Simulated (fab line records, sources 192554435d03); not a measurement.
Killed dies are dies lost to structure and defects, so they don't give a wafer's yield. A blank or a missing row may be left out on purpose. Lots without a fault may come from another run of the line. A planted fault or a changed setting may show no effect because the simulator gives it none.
Which tool did it? | flow n5_finfet | 15 lots, 38 wafers sampled, at 4 steps of a route of 1938

WHAT THE GAUGES READ, wafer by wafer
The record holds no reading of a measuring or inspecting step that can be judged against a usual standard deviation.

WHICH TOOL RAN EACH LOT (tool, then ch and the chambers of the sampled wafers, then the start)
lot  | N5_BEOL_M0_SURFACE_TREAT_137 | N5_BEOL_M0_SPUTTER_141       | N5_BEOL_M0_PRE_CLEAN_131         | N5_BEOL_M1_EXPOSE_08
L701 | pvd_sputter-03, day 6 09:14  | pvd_sputter-03, day 6 09:58  | cvd_co-01 ch 2, day 6 10:57      | euv_scanner-02 ch 0, day 6 12:59
L702 | pvd_sputter-02, day 6 16:56  | pvd_sputter-03, day 6 17:32  | cvd_co-01 ch 1,2, day 6 18:22    | euv_scanner-02 ch 0, day 6 20:26
L703 | pvd_sputter-01, day 7 06:02  | pvd_sputter-03, day 7 06:34  | cvd_co-02 ch 0,1,2, day 7 07:26  | euv_scanner-01, day 7 11:53
L705 | pvd_sputter-01, day 7 06:25  | pvd_sputter-01, day 7 06:59  | cvd_co-02 ch 0,2, day 7 07:49    | euv_scanner-02, day 7 13:02
L706 | pvd_sputter-03, day 7 12:50  | pvd_sputter-01, day 7 14:52  | cvd_co-01 ch 0,1,2, day 7 15:56  | euv_scanner-01, day 7 18:40
L712 | pvd_sputter-01, day 9 10:07  | pvd_sputter-01, day 9 10:38  | cvd_co-01 ch 0,1, day 9 11:28    | euv_scanner-02 ch 0, day 9 12:40
L713 | pvd_sputter-01, day 9 10:14  | pvd_sputter-02, day 9 10:46  | cvd_co-01 ch 0,1,2, day 9 11:54  | euv_scanner-02 ch 0, day 9 12:52
L714 | pvd_sputter-01, day 9 18:37  | pvd_sputter-02, day 9 19:08  | cvd_co-02 ch 1,2, day 9 19:58    | euv_scanner-02 ch 0, day 9 21:59
L715 | pvd_sputter-01, day 9 23:25  | pvd_sputter-03, day 10 01:46 | cvd_co-02 ch 1, day 10 02:37     | euv_scanner-02 ch 0, day 10 04:44
L717 | pvd_sputter-03, day 10 07:25 | pvd_sputter-03, day 10 07:58 | cvd_co-01 ch 0,2, day 10 08:48   | euv_scanner-02 ch 0, day 10 10:56
L718 | pvd_sputter-02, day 10 18:13 | pvd_sputter-02, day 10 18:52 | cvd_co-01 ch 0,2, day 10 19:41   | euv_scanner-01 ch 0, day 10 21:27
L719 | pvd_sputter-02, day 10 21:40 | pvd_sputter-01, day 10 22:11 | cvd_co-01 ch 0,2, day 10 23:01   | euv_scanner-01 ch 0, day 11 01:32
L721 | pvd_sputter-03, day 11 08:25 | pvd_sputter-03, day 11 09:04 | cvd_co-01 ch 0,1,2, day 11 10:17 | euv_scanner-01 ch 0, day 11 13:50
L720 | pvd_sputter-01, day 11 08:41 | pvd_sputter-03, day 11 09:33 | cvd_co-02 ch 1,2, day 11 11:04   | euv_scanner-02 ch 0, day 11 14:11
L722 | pvd_sputter-02, day 11 14:36 | pvd_sputter-01, day 11 16:52 | cvd_co-01 ch 0,1, day 11 17:43   | euv_scanner-02 ch 0, day 11 18:54
- N5_BEOL_M0_SURFACE_TREAT_137
- N5_BEOL_M0_SPUTTER_141: material Cu, target thk 4 nm, time 7.37 s.
- N5_BEOL_M0_PRE_CLEAN_131: time 15 s.
- N5_BEOL_M1_EXPOSE_08: exposes mask M1.

WHAT THE TOOLS THEMSELVES READ (means of the sampled wafers that have a number; where no wafer has one, the mark that the record gives instead)
N5_BEOL_M0_SPUTTER_141. Usual: chamber_pressure_pa 0.07002 Pa, standard deviation 0.00014; throttle_valve_pct 29.6 %, standard deviation 0.86.
lot  | tool           | chamber_pressure_pa (Pa) | throttle_valve_pct (%) | flag
L701 | pvd_sputter-03 | 0.06998                  | 30.1                   |
L702 | pvd_sputter-03 | 0.07006                  | 30.2                   |
L703 | pvd_sputter-03 | 0.06994                  | 30.2                   |
L705 | pvd_sputter-01 | 0.07001                  | 28.9                   |
L706 | pvd_sputter-01 | 0.07009                  | 29.6                   |
L712 | pvd_sputter-01 | 0.06998                  | 28.7                   |
L713 | pvd_sputter-02 | 0.06993                  | 29.6                   |
L714 | pvd_sputter-02 | 0.06984                  | 29.4                   |
L715 | pvd_sputter-03 | 0.07003                  | 30.5                   |
L717 | pvd_sputter-03 | 0.06997                  | 29.9                   |
L718 | pvd_sputter-02 | 0.07015                  | 30.1                   |
L719 | pvd_sputter-01 | 0.07004                  | 29.6                   |
L721 | pvd_sputter-03 | 0.07000                  | 30.1                   |
L720 | pvd_sputter-03 | 0.07011                  | 30.2                   |
L722 | pvd_sputter-01 | 0.07014                  | 29.9                   |

N5_BEOL_M0_PRE_CLEAN_131. Usual: heater_power_w 85 W, standard deviation 6.8.
lot  | tool      | heater_power_w (W) | flag
L701 | cvd_co-01 | 88                 |
L702 | cvd_co-01 | 87                 |
L703 | cvd_co-02 | 79                 |
L705 | cvd_co-02 | 81                 |
L706 | cvd_co-01 | 88                 |
L712 | cvd_co-01 | 90                 |
L713 | cvd_co-01 | 91                 |
L714 | cvd_co-02 | 76                 |
L715 | cvd_co-02 | 81                 |
L717 | cvd_co-01 | 92                 |
L718 | cvd_co-01 | 90                 |
L719 | cvd_co-01 | 92                 |
L721 | cvd_co-01 | 89                 |
L720 | cvd_co-02 | 78                 |
L722 | cvd_co-01 | 90                 |

N5_BEOL_M1_EXPOSE_08. Usual: exposure_dose_mJ_cm2 33.10, standard deviation 0.037.
lot  | tool           | exposure_dose_mJ_cm2 | flag
L701 | euv_scanner-02 | 33.11                |
L702 | euv_scanner-02 | 33.14                |
L703 | euv_scanner-01 | -                    | OFF
L705 | euv_scanner-02 | -                    | OFF
L706 | euv_scanner-01 | -                    | OFF
L712 | euv_scanner-02 | 33.09                |
L713 | euv_scanner-02 | 33.08                |
L714 | euv_scanner-02 | 33.16                |
L715 | euv_scanner-02 | 33.15                |
L717 | euv_scanner-02 | 33.15                |
L718 | euv_scanner-01 | 33.05                |
L719 | euv_scanner-01 | 33.13                |
L721 | euv_scanner-01 | 33.07                |
L720 | euv_scanner-02 | 33.10                |
L722 | euv_scanner-02 | 33.09                |

THE ANSWER, worked out from the rows above alone
Rule: a lot is off if the mean of its wafers that have a number lies more than 3 standard deviations from the usual mean. A lot without any number at a reading at which 4 lots or more have one is off too. The other lots that the step has rows for count as sound. The gauges are gone through in route order, then the tools' own readings, and for those a lot's mean is taken as printed above. The first step at which some lot is off is used, and at that step the reading that is off furthest; a lot without a number counts as furthest.
Off: L703, L705, L706, at N5_BEOL_M1_EXPOSE_08 (exposure_dose_mJ_cm2). Without a number there: L703, L705, L706.
A tool fits if, at that step or a process step before it, it ran every lot that is off, and no sound lot after the first of them. None of those tried fits.

WHAT THE SIMULATOR HAD PUT IN
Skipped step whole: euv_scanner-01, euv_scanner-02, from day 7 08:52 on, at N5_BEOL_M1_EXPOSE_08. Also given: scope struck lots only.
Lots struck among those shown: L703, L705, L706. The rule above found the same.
